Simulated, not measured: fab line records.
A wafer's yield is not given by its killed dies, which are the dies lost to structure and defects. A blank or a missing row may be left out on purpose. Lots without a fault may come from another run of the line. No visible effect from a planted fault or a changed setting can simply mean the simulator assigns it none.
fab line records | flow n5Finfet
record: lots: 24 wafers: 72 lastDay: 19
route steps=1938 shown BEOL_M1@817
lots untouched by any fault: they come from a run of this same line in which no faults occurred
startH: the number of hours between the record's first day and the start of the first shown wafer of the lot | waitH: time in hours since the lot's previous step | " identical to the entry in the row above | L1.1+2: a single row standing in for several wafers | - no value, or no start was given | * or withheld: withheld | < > ~ a bound
route shown NAME@n: NAME is a module with steps in the file, n the number in the route of the first one | usual: the fault-free wafers' mean and standard deviation | same: alike in all rows | chamber/n: place in a boat | sites: readings site by site | _std_site: the values' standard deviation | _edge_site: outer sites' mean less inner sites' | radiusMm: for every site, how far away it sits from the centre of the wafer | mask NAME#n: copy n | behind: the last tool/chamber to shape the wafer | hold: cause of the lot's hold/its duration in hours/its outcome | device: whichever transistor did not switch (one of n, p or np) | end of line: at the end of the route, the tests of the same wafers | a step without rows: its recipe alone | killed: not the wafer's yield, but the dies lost to structure and defects at the first sort | map: shows each die of a wafer: x if killed, . if not, _ if none is there
set.NAME: the run value of the setting; set.NAME@STEP: its run value at that earlier step | model.NAME: the simulator's own value behind a step, which no gauge read
a sample of lots followed through the steps of the route, with each step as a table and each wafer as a row
services: the hour from which a tool's chamber was out of use, counted from the record's first day as startH (under 0 if before that day), plus the number of hours and why
== steps ==
step: N5_BEOL_M1_ANNEAL_80
recipe: tempC: 400 timeS: 240 ambient: vacuum
usual: heaterPowerW: 810/89
columns lot.wafer tool chamber startH waitH heaterPowerW
L074.2 pvdSputter-02 - 127.01 0.0 838
L074.3 " - " " 866
L074.4 " - " " 865
L076.2 pvdSputter-03 - 132.98 0.0 894
L076.3 " - " " 807
L076.5 " - " " 827
L075.4 pvdSputter-02 - 141.44 0.0 875
L075.5 " - " " 883
L075.6 " - " " 839
L077.4 pvdSputter-02 - 147.57 0.0 875
L077.5 " - " " 597
L077.6 " - " " 848
L078.1 pvdSputter-02 - 165.39 0.0 878
L078.3 " - " " 868
L078.4 " - " " 861
L079.2 pvdSputter-03 - 165.68 0.0 941
L079.5 " - " " 874
L079.6 " - " " 890
L080.2 pvdSputter-01 - 166.16 0.1 823
L080.3 " - " " 632
L080.6 " - " " 875
L083.2 pvdSputter-01 - 182.57 0.1 854
L083.3 " - " " 841
L083.6 " - " " 804
L081.3 pvdSputter-01 - 189.29 0.1 807
L081.5 " - " " 851
L081.6 " - " " 835
L082.2 pvdSputter-03 - 190.58 0.0 907
L082.4 " - " " 819
L082.5 " - " " 844
L084.2 pvdSputter-02 - 192.95 0.0 613
L084.3 " - " " 854
L084.4 " - " " 832
L085.1 pvdSputter-03 - 193.10 0.0 899
L085.2 " - " " 814
L085.3 " - " " 772
L086.4 pvdSputter-03 - 209.73 0.0 908
L086.5 " - " " 899
L086.6 " - " " 787
L087.2 pvdSputter-01 - 215.13 0.1 833
L087.4 " - " " 828
L087.5 " - " " 833
L089.3 pvdSputter-02 - 216.55 0.0 873
L089.4 " - " " 861
L089.5 " - " " 587
L088.2 pvdSputter-02 - 220.03 0.0 857
L088.3 " - " " 848
L088.5 " - " " 835
L090.2 pvdSputter-01 - 230.61 0.1 875
L090.3 " - " " 840
L090.4 " - " " 610
L091.1 pvdSputter-03 - 235.41 0.0 903
L091.3 " - " " 858
L091.6 " - " " 867
L092.2 pvdSputter-01 - 236.29 0.1 627
L092.5 " - " " 813
L092.6 " - " " 837
L093.1 pvdSputter-01 - 244.65 0.1 834
L093.3 " - " " 846
L093.6 " - " " 626
L094.1 pvdSputter-02 - 254.44 0.0 829
L094.2 " - " " 875
L094.3 " - " " 836
L095.2 pvdSputter-03 - 258.52 0.0 783
L095.3 " - " " 914
L095.6 " - " " 796
L097.1 pvdSputter-03 - 265.50 0.0 769
L097.3 " - " " 824
L097.6 " - " " 845
L096.4 pvdSputter-02 - 268.34 0.0 840
L096.5 " - " " 884
L096.6 " - " " 863
step: N5_BEOL_M1_SPUTTER_81
recipe: material: Cu targetThkA: 45 tempC: -20 chamberPressurePa: 0.07 powerW: withheld timeS: 8.29
usual: throttleValvePct: 30.4/1.2
columns lot.wafer tool chamber startH waitH throttleValvePct
L074.2 pvdSputter-02 - 127.15 0.1 30.2
L074.3 " - " " 31.3
L074.4 " - " " 31.4
L076.2 pvdSputter-03 - 133.12 0.1 29.0
L076.3 " - " " 29.7
L076.5 " - " " 29.8
L075.4 pvdSputter-02 - 141.58 0.1 31.5
L075.5 " - " " 31.8
L075.6 " - " " 31.4
L077.4 pvdSputter-02 - 147.71 0.1 31.2
L077.5 " - " " 29.3
L077.6 " - " " 30.3
L078.1 pvdSputter-02 - 165.53 0.1 31.7
L078.3 " - " " 31.3
L078.4 " - " " 31.3
L079.2 pvdSputter-03 - 165.82 0.1 28.7
L079.5 " - " " 30.0
L079.6 " - " " 28.7
L080.2 pvdSputter-01 - 166.44 0.1 30.3
L080.3 " - " " 30.2
L080.6 " - " " 31.1
L083.2 pvdSputter-01 - 182.85 0.1 31.5
L083.3 " - " " 30.7
L083.6 " - " " 28.4
L081.3 pvdSputter-01 - 189.57 0.1 28.0
L081.5 " - " " 30.3
L081.6 " - " " 31.2
L082.2 pvdSputter-03 - 190.72 0.1 29.0
L082.4 " - " " 29.6
L082.5 " - " " 30.1
L084.2 pvdSputter-02 - 193.09 0.1 29.6
L084.3 " - " " 31.1
L084.4 " - " " 30.5
L085.1 pvdSputter-03 - 193.24 0.1 29.1
L085.2 " - " " 29.6
L085.3 " - " " 32.6
L086.4 pvdSputter-03 - 209.87 0.1 28.9
L086.5 " - " " 28.9
L086.6 " - " " 32.8
L087.2 pvdSputter-01 - 215.41 0.1 28.5
L087.4 " - " " 30.4
L087.5 " - " " 28.2
L089.3 pvdSputter-02 - 216.69 0.1 31.5
L089.4 " - " " 31.2
L089.5 " - " " 29.2
L088.2 pvdSputter-02 - 220.17 0.1 30.5
L088.3 " - " " 31.0
L088.5 " - " " 30.0
L090.2 pvdSputter-01 - 230.89 0.1 30.7
L090.3 " - " " 28.3
L090.4 " - " " 30.2
L091.1 pvdSputter-03 - 235.55 0.1 28.9
L091.3 " - " " 30.2
L091.6 " - " " 29.9
L092.2 pvdSputter-01 - 236.57 0.1 30.5
L092.5 " - " " 30.4
L092.6 " - " " 31.6
L093.1 pvdSputter-01 - 244.93 0.1 31.3
L093.3 " - " " 30.6
L093.6 " - " " 30.5
L094.1 pvdSputter-02 - 254.58 0.1 31.3
L094.2 " - " " 31.5
L094.3 " - " " 30.2
L095.2 pvdSputter-03 - 258.66 0.1 32.6
L095.3 " - " " 28.8
L095.6 " - " " 32.8
L097.1 pvdSputter-03 - 265.64 0.1 32.8
L097.3 " - " " 29.5
L097.6 " - " " 29.9
L096.4 pvdSputter-02 - 268.48 0.1 31.0
L096.5 " - " " 31.4
L096.6 " - " " 31.2
step: N5_BEOL_M1_ANNEAL_82
recipe: tempC: 400 timeS: 240 ambient: vacuum
usual: heaterPowerW: 810/88
columns lot.wafer tool chamber startH waitH heaterPowerW
L074.2 pvdSputter-02 - 127.23 0.0 831
L074.3 " - " " 850
L074.4 " - " " 882
L076.2 pvdSputter-03 - 133.20 0.0 893
L076.3 " - " " 835
L076.5 " - " " 830
L075.4 pvdSputter-02 - 141.66 0.0 894
L075.5 " - " " 864
L075.6 " - " " 840
L077.4 pvdSputter-02 - 147.79 0.0 879
L077.5 " - " " 612
L077.6 " - " " 834
L078.1 pvdSputter-02 - 165.61 0.0 857
L078.3 " - " " 864
L078.4 " - " " 872
L079.2 pvdSputter-03 - 165.90 0.0 909
L079.5 " - " " 831
L079.6 " - " " 905
L080.2 pvdSputter-01 - 166.60 0.1 825
L080.3 " - " " 643
L080.6 " - " " 849
L083.2 pvdSputter-01 - 183.01 0.1 858
L083.3 " - " " 837
L083.6 " - " " 825
L081.3 pvdSputter-01 - 189.73 0.1 837
L081.5 " - " " 831
L081.6 " - " " 844
L082.2 pvdSputter-03 - 190.80 0.0 907
L082.4 " - " " 812
L082.5 " - " " 837
L084.2 pvdSputter-02 - 193.17 0.0 606
L084.3 " - " " 871
L084.4 " - " " 860
L085.1 pvdSputter-03 - 193.32 0.0 919
L085.2 " - " " 813
L085.3 " - " " 793
L086.4 pvdSputter-03 - 209.95 0.0 894
L086.5 " - " " 889
L086.6 " - " " 783
L087.2 pvdSputter-01 - 215.57 0.1 843
L087.4 " - " " 829
L087.5 " - " " 833
L089.3 pvdSputter-02 - 216.77 0.0 851
L089.4 " - " " 839
L089.5 " - " " 580
L088.2 pvdSputter-02 - 220.25 0.0 830
L088.3 " - " " 839
L088.5 " - " " 829
L090.2 pvdSputter-01 - 231.05 0.1 859
L090.3 " - " " 846
L090.4 " - " " 641
L091.1 pvdSputter-03 - 235.63 0.0 887
L091.3 " - " " 863
L091.6 " - " " 857
L092.2 pvdSputter-01 - 236.73 0.1 616
L092.5 " - " " 828
L092.6 " - " " 853
L093.1 pvdSputter-01 - 245.09 0.1 850
L093.3 " - " " 841
L093.6 " - " " 619
L094.1 pvdSputter-02 - 254.66 0.0 885
L094.2 " - " " 879
L094.3 " - " " 857
L095.2 pvdSputter-03 - 258.74 0.0 760
L095.3 " - " " 914
L095.6 " - " " 783
L097.1 pvdSputter-03 - 265.72 0.0 773
L097.3 " - " " 812
L097.6 " - " " 877
L096.4 pvdSputter-02 - 268.56 0.0 838
L096.5 " - " " 863
L096.6 " - " " 858
step: N5_BEOL_M1_ANNEAL_91
recipe: tempC: 400 timeS: 240 ambient: vacuum
usual: heaterPowerW: 809/88
columns lot.wafer tool chamber startH waitH heaterPowerW
L074.2 pvdSputter-02 - 127.89 0.0 852
L074.3 " - " " 863
L074.4 " - " " 890
L076.2 pvdSputter-03 - 133.86 0.0 898
L076.3 " - " " 819
L076.5 " - " " 816
L075.4 pvdSputter-02 - 142.32 0.0 897
L075.5 " - " " 868
L075.6 " - " " 834
L077.4 pvdSputter-02 - 148.45 0.0 874
L077.5 " - " " 594
L077.6 " - " " 839
L078.1 pvdSputter-02 - 166.27 0.0 868
L078.3 " - " " 847
L078.4 " - " " 841
L079.2 pvdSputter-03 - 166.56 0.0 920
L079.5 " - " " 831
L079.6 " - " " 919
L080.2 pvdSputter-01 - 167.92 0.1 849
L080.3 " - " " 616
L080.6 " - " " 850
L083.2 pvdSputter-01 - 184.33 0.1 826
L083.3 " - " " 839
L083.6 " - " " 825
L081.3 pvdSputter-01 - 191.05 0.1 838
L081.5 " - " " 850
L081.6 " - " " 847
L082.2 pvdSputter-03 - 191.46 0.0 902
L082.4 " - " " 810
L082.5 " - " " 848
L084.2 pvdSputter-02 - 193.83 0.0 601
L084.3 " - " " 848
L084.4 " - " " 842
L085.1 pvdSputter-03 - 193.98 0.0 902
L085.2 " - " " 823
L085.3 " - " " 797
L086.4 pvdSputter-03 - 210.61 0.0 899
L086.5 " - " " 883
L086.6 " - " " 768
L087.2 pvdSputter-01 - 216.89 0.1 819
L087.4 " - " " 824
L087.5 " - " " 852
L089.3 pvdSputter-02 - 217.43 0.0 882
L089.4 " - " " 860
L089.5 " - " " 587
L088.2 pvdSputter-02 - 220.91 0.0 842
L088.3 " - " " 843
L088.5 " - " " 835
L090.2 pvdSputter-01 - 232.37 0.1 826
L090.3 " - " " 836
L090.4 " - " " 657
L091.1 pvdSputter-03 - 236.29 0.0 899
L091.3 " - " " 838
L091.6 " - " " 836
L092.2 pvdSputter-01 - 238.05 0.1 637
L092.5 " - " " 819
L092.6 " - " " 855
L093.1 pvdSputter-01 - 246.41 0.1 839
L093.3 " - " " 846
L093.6 " - " " 629
L094.1 pvdSputter-02 - 255.32 0.0 872
L094.2 " - " " 884
L094.3 " - " " 854
L095.2 pvdSputter-03 - 259.40 0.0 787
L095.3 " - " " 892
L095.6 " - " " 775
L097.1 pvdSputter-03 - 266.38 0.0 774
L097.3 " - " " 820
L097.6 " - " " 862
L096.4 pvdSputter-02 - 269.22 0.0 852
L096.5 " - " " 856
L096.6 " - " " 857
step: N5_BEOL_M1_SPUTTER_92
recipe: material: Cu targetThkA: 45 tempC: -20 chamberPressurePa: 0.07 powerW: withheld timeS: 8.29
usual: throttleValvePct: 30.3/1.1
columns lot.wafer tool chamber startH waitH throttleValvePct
L074.2 pvdSputter-02 - 128.03 0.1 30.4
L074.3 " - " " 31.2
L074.4 " - " " 31.6
L076.2 pvdSputter-03 - 134.00 0.1 28.6
L076.3 " - " " 29.5
L076.5 " - " " 29.7
L075.4 pvdSputter-02 - 142.46 0.1 31.8
L075.5 " - " " 31.4
L075.6 " - " " 31.4
L077.4 pvdSputter-02 - 148.59 0.1 31.6
L077.5 " - " " 29.5
L077.6 " - " " 30.4
L078.1 pvdSputter-02 - 166.41 0.1 31.6
L078.3 " - " " 31.4
L078.4 " - " " 31.1
L079.2 pvdSputter-03 - 166.70 0.1 29.0
L079.5 " - " " 29.9
L079.6 " - " " 28.8
L080.2 pvdSputter-01 - 168.20 0.1 30.7
L080.3 " - " " 30.3
L080.6 " - " " 31.3
L083.2 pvdSputter-01 - 184.61 0.1 31.2
L083.3 " - " " 30.8
L083.6 " - " " 28.4
L081.3 pvdSputter-01 - 191.33 0.1 28.1
L081.5 " - " " 30.6
L081.6 " - " " 31.3
L082.2 pvdSputter-03 - 191.60 0.1 28.7
L082.4 " - " " 29.5
L082.5 " - " " 30.1
L084.2 pvdSputter-02 - 193.97 0.1 29.0
L084.3 " - " " 31.1
L084.4 " - " " 29.9
L085.1 pvdSputter-03 - 194.12 0.1 28.7
L085.2 " - " " 29.6
L085.3 " - " " 32.8
L086.4 pvdSputter-03 - 210.75 0.1 28.8
L086.5 " - " " 28.8
L086.6 " - " " 32.8
L087.2 pvdSputter-01 - 217.17 0.1 28.5
L087.4 " - " " 30.6
L087.5 " - " " 28.5
L089.3 pvdSputter-02 - 217.57 0.1 31.4
L089.4 " - " " 31.4
L089.5 " - " " 29.5
L088.2 pvdSputter-02 - 221.05 0.1 30.4
L088.3 " - " " 31.0
L088.5 " - " " 30.1
L090.2 pvdSputter-01 - 232.65 0.1 30.5
L090.3 " - " " 28.2
L090.4 " - " " 30.6
L091.1 pvdSputter-03 - 236.43 0.1 28.7
L091.3 " - " " 29.7
L091.6 " - " " 30.1
L092.2 pvdSputter-01 - 238.33 0.1 30.0
L092.5 " - " " 30.6
L092.6 " - " " 31.4
L093.1 pvdSputter-01 - 246.69 0.1 31.1
L093.3 " - " " 30.5
L093.6 " - " " 30.6
L094.1 pvdSputter-02 - 255.46 0.1 31.4
L094.2 " - " " 31.7
L094.3 " - " " 30.1
L095.2 pvdSputter-03 - 259.54 0.1 32.5
L095.3 " - " " 28.5
L095.6 " - " " 32.6
L097.1 pvdSputter-03 - 266.52 0.1 32.5
L097.3 " - " " 29.7
L097.6 " - " " 29.5
L096.4 pvdSputter-02 - 269.36 0.1 31.5
L096.5 " - " " 31.2
L096.6 " - " " 31.2
step: N5_BEOL_M1_ANNEAL_93
recipe: tempC: 400 timeS: 240 ambient: vacuum
usual: heaterPowerW: 808/86
columns lot.wafer tool chamber startH waitH heaterPowerW
L074.2 pvdSputter-02 - 128.11 0.0 833
L074.3 " - " " 851
L074.4 " - " " 882
L076.2 pvdSputter-03 - 134.08 0.0 888
L076.3 " - " " 824
L076.5 " - " " 808
L075.4 pvdSputter-02 - 142.54 0.0 853
L075.5 " - " " 876
L075.6 " - " " 878
L077.4 pvdSputter-02 - 148.67 0.0 861
L077.5 " - " " 601
L077.6 " - " " 826
L078.1 pvdSputter-02 - 166.49 0.0 874
L078.3 " - " " 866
L078.4 " - " " 874
L079.2 pvdSputter-03 - 166.78 0.0 889
L079.5 " - " " 851
L079.6 " - " " 900
L080.2 pvdSputter-01 - 168.36 0.1 813
L080.3 " - " " 638
L080.6 " - " " 855
L083.2 pvdSputter-01 - 184.77 0.1 843
L083.3 " - " " 817
L083.6 " - " " 832
L081.3 pvdSputter-01 - 191.49 0.1 837
L081.5 " - " " 838
L081.6 " - " " 854
L082.2 pvdSputter-03 - 191.68 0.0 901
L082.4 " - " " 817
L082.5 " - " " 832
L084.2 pvdSputter-02 - 194.05 0.0 587
L084.3 " - " " 846
L084.4 " - " " 848
L085.1 pvdSputter-03 - 194.20 0.0 907
L085.2 " - " " 815
L085.3 " - " " 786
L086.4 pvdSputter-03 - 210.83 0.0 894
L086.5 " - " " 899
L086.6 " - " " 792
L087.2 pvdSputter-01 - 217.33 0.1 819
L087.4 " - " " 833
L087.5 " - " " 827
L089.3 pvdSputter-02 - 217.65 0.0 871
L089.4 " - " " 842
L089.5 " - " " 612
L088.2 pvdSputter-02 - 221.13 0.0 829
L088.3 " - " " 861
L088.5 " - " " 855
L090.2 pvdSputter-01 - 232.81 0.1 843
L090.3 " - " " 848
L090.4 " - " " 621
L091.1 pvdSputter-03 - 236.51 0.0 869
L091.3 " - " " 859
L091.6 " - " " 849
L092.2 pvdSputter-01 - 238.49 0.1 619
L092.5 " - " " 835
L092.6 " - " " 836
L093.1 pvdSputter-01 - 246.85 0.1 857
L093.3 " - " " 828
L093.6 " - " " 645
L094.1 pvdSputter-02 - 255.54 0.0 845
L094.2 " - " " 858
L094.3 " - " " 829
L095.2 pvdSputter-03 - 259.62 0.0 784
L095.3 " - " " 908
L095.6 " - " " 785
L097.1 pvdSputter-03 - 266.60 0.0 791
L097.3 " - " " 809
L097.6 " - " " 847
L096.4 pvdSputter-02 - 269.44 0.0 840
L096.5 " - " " 883
L096.6 " - " " 878
== services ==
columns tool chamber startH hours kind
pvdSputter-01 - 146.86 5.2 repair
== key ==
fault none
